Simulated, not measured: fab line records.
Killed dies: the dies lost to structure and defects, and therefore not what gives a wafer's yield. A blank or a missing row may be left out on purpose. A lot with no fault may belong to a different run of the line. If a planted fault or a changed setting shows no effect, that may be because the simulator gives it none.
Matching of chambers / flow nand-harc / 4 sister chambers for NHARC_A_SGD_CUT_ETCHBACK_24 on rie-diel-03
The step etches the open film in CH3F/O2, target depth 50 nm, time 92.857 s. 4 wafers are shown with their chamber, then 7 later ones without.

== WAFERS WITH THEIR CHAMBER ==
wafer=L074.1; chamber=3; showerhead-plenum-p-Torr (Torr)=2.36
wafer=L084.3; chamber=1; showerhead-plenum-p-Torr (Torr)=2.38
wafer=L087.1; chamber=0; showerhead-plenum-p-Torr (Torr)=2.60
wafer=L087.2; chamber=2; showerhead-plenum-p-Torr (Torr)=2.50

== WAFERS WITHOUT THEIR CHAMBER ==
wafer=L087.4; showerhead-plenum-p-Torr (Torr)=2.35
wafer=L088.2; showerhead-plenum-p-Torr (Torr)=2.60
wafer=L088.4; showerhead-plenum-p-Torr (Torr)=2.38
wafer=L088.5; showerhead-plenum-p-Torr (Torr)=2.50
wafer=L097.2; showerhead-plenum-p-Torr (Torr)=2.60
wafer=L097.3; showerhead-plenum-p-Torr (Torr)=2.49
wafer=L097.4; showerhead-plenum-p-Torr (Torr)=2.35

== WHICH CHAMBER EACH ONE RAN IN ==
wafer=L087.4; from the rows above=3; in truth=3
wafer=L088.2; from the rows above=0; in truth=0
wafer=L088.4; from the rows above=1; in truth=1
wafer=L088.5; from the rows above=2; in truth=2
wafer=L097.2; from the rows above=0; in truth=0
wafer=L097.3; from the rows above=2; in truth=2
wafer=L097.4; from the rows above=3; in truth=3
7 of 7 placed correctly. From these rows, 0 cannot be placed. Placed wrongly: 0.
How it was worked out, from the rows above alone: a wafer's distance from a chamber is the root of the sum, over the readings, of the square of ((its reading less the chamber's mean) divided by the reading's scatter). If the next closest chamber is less than 2 further off than the closest, the wafer can't be placed; otherwise it belongs to the closest. A chamber's mean is the mean of its shown wafers. The scatter: with one shown wafer a chamber, the root of the mean of the squares of how far each hidden wafer lies from its nearest shown one.
